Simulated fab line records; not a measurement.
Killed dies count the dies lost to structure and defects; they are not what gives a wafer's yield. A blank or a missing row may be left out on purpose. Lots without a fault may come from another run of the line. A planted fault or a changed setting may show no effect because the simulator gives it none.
Which tool is to blame? || flow n5Finfet || 12 lots with 36 wafers sampled at 5 steps, on a route of 1938 steps

## WHAT EACH GAUGE READ, for each wafer
N5_BEOL_M7_THK_MEAS_53: measures by xrf. Usual: M7_THK 81.4 nm, standard deviation 2.
{"lot": "L470", "measured": "day 10 19:17", "on": "filmMetro-01", "M7_THK (nm)": "78.8 79.2 80.7", "flag": ""}
{"lot": "L472", "measured": "day 11 17:19", "on": "filmMetro-02", "M7_THK (nm)": "79.7 79.8 79.5", "flag": ""}
{"lot": "L471", "measured": "day 11 17:52", "on": "filmMetro-01", "M7_THK (nm)": "81.8 84.7 84.3", "flag": ""}
{"lot": "L474", "measured": "day 11 21:35", "on": "filmMetro-02", "M7_THK (nm)": "79.4 79.3 79.6", "flag": ""}
{"lot": "L480", "measured": "day 13 16:34", "on": "filmMetro-01", "M7_THK (nm)": "82.3 79.6 79.6", "flag": ""}
{"lot": "L479", "measured": "day 13 16:59", "on": "filmMetro-02", "M7_THK (nm)": "83.2 83.4 83.6", "flag": ""}
{"lot": "L482", "measured": "day 14 14:23", "on": "filmMetro-02", "M7_THK (nm)": "81.2 81.7 81.7", "flag": ""}
{"lot": "L485", "measured": "day 14 17:02", "on": "filmMetro-01", "M7_THK (nm)": "81.3 83.2 83.6", "flag": ""}
{"lot": "L487", "measured": "day 14 23:04", "on": "filmMetro-02", "M7_THK (nm)": "81.2 81.7 80.3", "flag": ""}
{"lot": "L488", "measured": "day 15 12:11", "on": "filmMetro-01", "M7_THK (nm)": "79.9 83.7 80.5", "flag": ""}
{"lot": "L489", "measured": "day 16 09:47", "on": "filmMetro-02", "M7_THK (nm)": "79.4 78.5 78.1", "flag": ""}
{"lot": "L490", "measured": "day 16 12:08", "on": "filmMetro-01", "M7_THK (nm)": "84.8 81.5 82.4", "flag": ""}

N5_BEOL_M7_INSPECT_58: inspects for defects (darkfield). Usual: 70 for rawDefectCount, sd 22.
{"lot": "L470", "measured": "day 10 19:27", "on": "defectInspect-02", "rawDefectCount": "99 66 108", "flag": ""}
{"lot": "L472", "measured": "day 11 17:31", "on": "defectInspect-02", "rawDefectCount": "28 72 57", "flag": ""}
{"lot": "L471", "measured": "day 11 18:02", "on": "defectInspect-01", "rawDefectCount": "62 87 134", "flag": ""}
{"lot": "L474", "measured": "day 11 21:44", "on": "defectInspect-02", "rawDefectCount": "68 44 34", "flag": ""}
{"lot": "L480", "measured": "day 13 16:44", "on": "defectInspect-02", "rawDefectCount": "46 57 63", "flag": ""}
{"lot": "L479", "measured": "day 13 17:08", "on": "defectInspect-01", "rawDefectCount": "73 67 105", "flag": ""}
{"lot": "L482", "measured": "day 14 14:32", "on": "defectInspect-01", "rawDefectCount": "48 64 79", "flag": ""}
{"lot": "L485", "measured": "day 14 17:12", "on": "defectInspect-02", "rawDefectCount": "56 77 61", "flag": ""}
{"lot": "L487", "measured": "day 14 23:13", "on": "defectInspect-01", "rawDefectCount": "55 101 124", "flag": ""}
{"lot": "L488", "measured": "day 15 12:20", "on": "defectInspect-02", "rawDefectCount": "53 68 40", "flag": ""}
{"lot": "L489", "measured": "day 16 09:57", "on": "defectInspect-02", "rawDefectCount": "30 44 34", "flag": ""}
{"lot": "L490", "measured": "day 16 12:19", "on": "defectInspect-01", "rawDefectCount": "105 69 36", "flag": ""}

## WHICH TOOL RAN EACH LOT (tool, then ch and the chambers of the sampled wafers, then the start)
{"lot": "L470", "N5_BEOL_M7_SURFACE_TREAT_79": "pvdSputter-02, day 10 18:15", "N5_BEOL_M7_ECD_50": "ecdCu-01 ch 0,1, day 10 18:37", "N5_BEOL_M7_CMP_52": "cmp-02 ch 1,2,3, day 10 19:04"}
{"lot": "L472", "N5_BEOL_M7_SURFACE_TREAT_79": "pvdSputter-02, day 11 15:42", "N5_BEOL_M7_ECD_50": "ecdCu-01 ch 0,1, day 11 16:11", "N5_BEOL_M7_CMP_52": "cmp-04 ch 0,2, day 11 17:04"}
{"lot": "L471", "N5_BEOL_M7_SURFACE_TREAT_79": "pvdSputter-01, day 11 16:09", "N5_BEOL_M7_ECD_50": "ecdCu-01 ch 0,1, day 11 16:31", "N5_BEOL_M7_CMP_52": "cmp-01 ch 0,1,3, day 11 17:37"}
{"lot": "L474", "N5_BEOL_M7_SURFACE_TREAT_79": "pvdSputter-03, day 11 20:12", "N5_BEOL_M7_ECD_50": "ecdCu-01 ch 0,1, day 11 20:54", "N5_BEOL_M7_CMP_52": "cmp-04 ch 2,3, day 11 21:17"}
{"lot": "L480", "N5_BEOL_M7_SURFACE_TREAT_79": "pvdSputter-02, day 13 15:09", "N5_BEOL_M7_ECD_50": "ecdCu-02 ch 0,1, day 13 15:52", "N5_BEOL_M7_CMP_52": "cmp-01 ch 0,2,3, day 13 16:19"}
{"lot": "L479", "N5_BEOL_M7_SURFACE_TREAT_79": "pvdSputter-01, day 13 15:50", "N5_BEOL_M7_ECD_50": "ecdCu-02 ch 0,1, day 13 16:15", "N5_BEOL_M7_CMP_52": "cmp-02 ch 0,1,3, day 13 16:44"}
{"lot": "L482", "N5_BEOL_M7_SURFACE_TREAT_79": "pvdSputter-01, day 14 13:14", "N5_BEOL_M7_ECD_50": "ecdCu-01 ch 1, day 14 13:41", "N5_BEOL_M7_CMP_52": "cmp-01 ch 2,3, day 14 14:05"}
{"lot": "L485", "N5_BEOL_M7_SURFACE_TREAT_79": "pvdSputter-02, day 14 15:34", "N5_BEOL_M7_ECD_50": "ecdCu-02 ch 0,1, day 14 15:53", "N5_BEOL_M7_CMP_52": "cmp-01 ch 0,1,2, day 14 16:45"}
{"lot": "L487", "N5_BEOL_M7_SURFACE_TREAT_79": "pvdSputter-01, day 14 21:58", "N5_BEOL_M7_ECD_50": "ecdCu-02 ch 0,1, day 14 22:22", "N5_BEOL_M7_CMP_52": "cmp-04 ch 0,1,2, day 14 22:46"}
{"lot": "L488", "N5_BEOL_M7_SURFACE_TREAT_79": "pvdSputter-03, day 15 10:11", "N5_BEOL_M7_ECD_50": "ecdCu-01 ch 0,1, day 15 11:17", "N5_BEOL_M7_CMP_52": "cmp-02 ch 0,1,2, day 15 11:55"}
{"lot": "L489", "N5_BEOL_M7_SURFACE_TREAT_79": "pvdSputter-01, day 16 08:33", "N5_BEOL_M7_ECD_50": "ecdCu-02 ch 0,1, day 16 09:00", "N5_BEOL_M7_CMP_52": "cmp-01 ch 0,1,2, day 16 09:30"}
{"lot": "L490", "N5_BEOL_M7_SURFACE_TREAT_79": "pvdSputter-01, day 16 11:04", "N5_BEOL_M7_ECD_50": "ecdCu-01 ch 0,1, day 16 11:27", "N5_BEOL_M7_CMP_52": "cmp-01 ch 0,1,2, day 16 11:53"}
- N5_BEOL_M7_SURFACE_TREAT_79
- N5_BEOL_M7_ECD_50: material Cu, target thk 300 nm.
- N5_BEOL_M7_CMP_52: polishes, stops on SiCOH lowk, t overpolish 6.9 s, target thk 80 nm.

## WHAT THE TOOLS THEMSELVES READ (means of the sampled wafers that have a number; where no wafer has one, the mark that the record gives instead)
N5_BEOL_M7_CMP_52. Usual: motorCurrentA 5.7 A, standard deviation 0.59; retainingRingPressureFrac 1.000, standard deviation 0.0049; timeToEndpointS 64.6 s, standard deviation 2.3.
{"lot": "L470", "tool": "cmp-02", "motorCurrentA (A)": 6.2, "retainingRingPressureFrac": 0.995, "timeToEndpointS (s)": 63.8, "flag": ""}
{"lot": "L472", "tool": "cmp-04", "motorCurrentA (A)": 5.1, "retainingRingPressureFrac": 1.000, "timeToEndpointS (s)": 76.5, "flag": "OFF"}
{"lot": "L471", "tool": "cmp-01", "motorCurrentA (A)": 5.8, "retainingRingPressureFrac": 0.999, "timeToEndpointS (s)": 73.6, "flag": "OFF"}
{"lot": "L474", "tool": "cmp-04", "motorCurrentA (A)": 5.8, "retainingRingPressureFrac": 0.997, "timeToEndpointS (s)": 72.7, "flag": "OFF"}
{"lot": "L480", "tool": "cmp-01", "motorCurrentA (A)": 5.3, "retainingRingPressureFrac": 1.000, "timeToEndpointS (s)": 64.6, "flag": ""}
{"lot": "L479", "tool": "cmp-02", "motorCurrentA (A)": 6.3, "retainingRingPressureFrac": 1.001, "timeToEndpointS (s)": 63.7, "flag": ""}
{"lot": "L482", "tool": "cmp-01", "motorCurrentA (A)": 5.3, "retainingRingPressureFrac": 1.000, "timeToEndpointS (s)": 66.5, "flag": ""}
{"lot": "L485", "tool": "cmp-01", "motorCurrentA (A)": 5.4, "retainingRingPressureFrac": 1.002, "timeToEndpointS (s)": 64.3, "flag": ""}
{"lot": "L487", "tool": "cmp-04", "motorCurrentA (A)": 5.6, "retainingRingPressureFrac": 1.000, "timeToEndpointS (s)": 64.5, "flag": ""}
{"lot": "L488", "tool": "cmp-02", "motorCurrentA (A)": 6.3, "retainingRingPressureFrac": 1.001, "timeToEndpointS (s)": 62.3, "flag": ""}
{"lot": "L489", "tool": "cmp-01", "motorCurrentA (A)": 5.6, "retainingRingPressureFrac": 1.000, "timeToEndpointS (s)": 62.6, "flag": ""}
{"lot": "L490", "tool": "cmp-01", "motorCurrentA (A)": 5.6, "retainingRingPressureFrac": 0.999, "timeToEndpointS (s)": 65.1, "flag": ""}

## THE ANSWER, worked out from the rows above alone
Rule: lot off if the mean of its wafers having a number is beyond 3 standard deviations from the usual mean. A lot without any number at a reading at which 4 lots or more have one is off too. The other lots that the step has rows for count as sound. Order of review: gauges by route order, followed by the tools' own readings, for which a lot's mean as printed above is used. The first step at which some lot is off is used, and at that step the reading that is off furthest; a lot without a number counts as furthest.
Off: L472, L471, L474 (N5_BEOL_M7_CMP_52, timeToEndpointS).
If a tool, at that step or one of the process steps before it, ran each lot that is off and ran no sound lot following the first of them, it fits. Of those tried, none fits.

## WHAT HAD BEEN PUT IN BY THE SIMULATOR
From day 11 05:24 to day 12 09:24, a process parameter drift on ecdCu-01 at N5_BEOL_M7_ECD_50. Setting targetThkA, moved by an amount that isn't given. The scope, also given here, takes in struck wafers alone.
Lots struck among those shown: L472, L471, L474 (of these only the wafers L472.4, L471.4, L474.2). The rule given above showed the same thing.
